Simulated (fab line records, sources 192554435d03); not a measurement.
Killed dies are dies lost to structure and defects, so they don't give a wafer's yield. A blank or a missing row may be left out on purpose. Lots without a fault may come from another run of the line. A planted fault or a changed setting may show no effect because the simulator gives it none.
A struck lot beside a sound one | flow n5_finfet | 37 steps out of a route of 1938
Sound: wafers L302.1, L302.3, L302.5. Struck: wafer L320.1. (L320.6 of the same lot was not struck and is left out.) The cause comes at the end.
At each step with rows: each side's tool, then ch and its chambers, then its first start. Under that, the readings that differ: sound wafers | struck wafers | difference of the means | sigmas: that difference in standard deviations of wafers without a fault.
alike: readings whose means differ by less than 2 such deviations, and words and numbers that are the same on both sides. not compared: withheld readings, readings that some wafer has no value for, bounds like >300 that may hide the same value, and numbers for which the record gives no deviation and whose values overlap.
The two part at a step that has a row with sigmas, a row that says differs or no value, or rows on one side only. Numbers that don't overlap but have no deviation are shown without sigmas and don't part them. A reading that every wafer of one side lacks parts them only if that side has two wafers or more.

first, 9 steps without rows for these wafers: N5_MOL_CONTACT_COAG_COAT_78 (resist thk 40 nm); N5_MOL_CONTACT_COAG_EBR_80; N5_MOL_CONTACT_COAG_SOFTBAKE_79 (time 60 s); N5_MOL_CONTACT_COAG_EXPOSE_81 (exposes mask VG, defocus 0 nm); N5_MOL_CONTACT_COAG_PEB_82 (peb time 60 s); N5_MOL_CONTACT_COAG_DEVELOP_83 (develop time 30 s); N5_MOL_CONTACT_COAG_DESCUM_88 (chemistry O2, time 7 s); N5_MOL_CONTACT_COAG_ETCH_89 (etches underlayer in N2/H2, target depth 13 nm, time 10.4 s); N5_MOL_CONTACT_COAG_ETCH_90 (etches SiARC in CF4, target depth 13 nm, time 21.7 s).
N5_MOL_CONTACT_COAG_ALD_131: deposits SiO2, target thk 5 nm, pulse time 1 s, co reactant pulse time 1 s.
  sound on ald_sin-01 ch 1,2,3, day 6 00:52; struck on ald_sin-01 ch 3, day 10 12:22
  reading                                            | sound    | struck | difference | sigmas
  ald_cycles                                         | 35 35 35 | 22     | -13        |
  model.SiO2_of_MOL_CONTACT_COAG_ALD_131.thk_nm (nm) | 5 5 5    | 3.2    | -1.8       |
  alike: heater_power_w, precursor_pulse_height_rel
then, 25 steps without rows for these wafers: N5_MOL_CONTACT_COAG_ETCHBACK_132 (etches SiO2 in CHF3, target depth 10 nm, time 6.7 s); N5_MOL_CONTACT_COAG_ETCH_91 (etches SOC in N2/H2, target depth 60 nm, overetch 21 nm, time 101.2 s); N5_MOL_CONTACT_COAG_STRIP_92 (strips in N2/H2); N5_MOL_CONTACT_COAG_STRIP_93 (strips in N2/H2); N5_MOL_CONTACT_COAG_ETCHBACK_135 (etches SiO2 in CHF3, target depth 25 nm, time 16.7 s); N5_MOL_CONTACT_COAG_STRIP_118 (strips in CHF3); N5_MOL_CONTACT_COAG_VIA_ETCH_46 (etches SiO2 in C4F6/O2, target depth 46 nm, overetch 9.2 nm, time 40 s); N5_MOL_CONTACT_COAG_STRIP_96 (strips in N2/H2); N5_MOL_CONTACT_COAG_ETCH_47 (etches SiNx in CH3F/O2, stops on W, target depth 27 nm); N5_MOL_CONTACT_COAG_STRIP_119 (strips in N2/H2, time 30 s); N5_MOL_CONTACT_COAG_PRECLEAN_144 (cleans in alkaline clean, time 60 s); N5_MOL_CONTACT_COAG_SRD_145 (time 30 s); N5_MOL_CONTACT_COAG_COAT_62 (time 60 s, resist thk 60 nm); N5_MOL_CONTACT_COAG_COAT_63 (time 60 s, resist thk 10 nm); N5_MOL_CONTACT_COAG_COAT_64 (time 60 s, resist thk 10 nm); N5_MOL_CONTACT_COAG_COAT_34 (resist thk 40 nm); N5_MOL_CONTACT_COAG_EBR_36; N5_MOL_CONTACT_COAG_SOFTBAKE_35 (time 60 s); N5_MOL_CONTACT_COAG_EXPOSE_37 (exposes mask VD, defocus 0 nm); N5_MOL_CONTACT_COAG_PEB_38 (peb time 60 s); N5_MOL_CONTACT_COAG_DEVELOP_39 (develop time 30 s); N5_MOL_CONTACT_COAG_DESCUM_45 (chemistry O2, time 7 s); N5_MOL_CONTACT_COAG_ETCH_65 (etches underlayer in N2/H2, target depth 13 nm, time 10.4 s); N5_MOL_CONTACT_COAG_ETCH_66 (etches SiARC in CF4, target depth 13 nm, time 21.7 s); N5_MOL_CONTACT_COAG_ALD_133 (deposits SiO2, target thk 5 nm, pulse time 1 s, co reactant pulse time 1 s).
N5_BEOL_M4_RC_MEAS_101:
  the record has rows for the sound wafers here (prober-01 ch 0, day 8 12:38) and none for the struck ones
-- the record jumps here: 7 days lie between the struck wafers' starts before and after (it left off in module BEOL_M4 and takes up again in module PASSIVATION, whose first step shown is number 1936 of the route) --
N5_PASSIVATION_PROBE_49:
  the record has rows for the struck wafers here (prober-02, day 17 06:41) and none for the sound ones

WHERE THEY PART
First at N5_BEOL_M4_RC_MEAS_101; last, within this record, at N5_PASSIVATION_PROBE_49.

WHY: what the simulator had put in
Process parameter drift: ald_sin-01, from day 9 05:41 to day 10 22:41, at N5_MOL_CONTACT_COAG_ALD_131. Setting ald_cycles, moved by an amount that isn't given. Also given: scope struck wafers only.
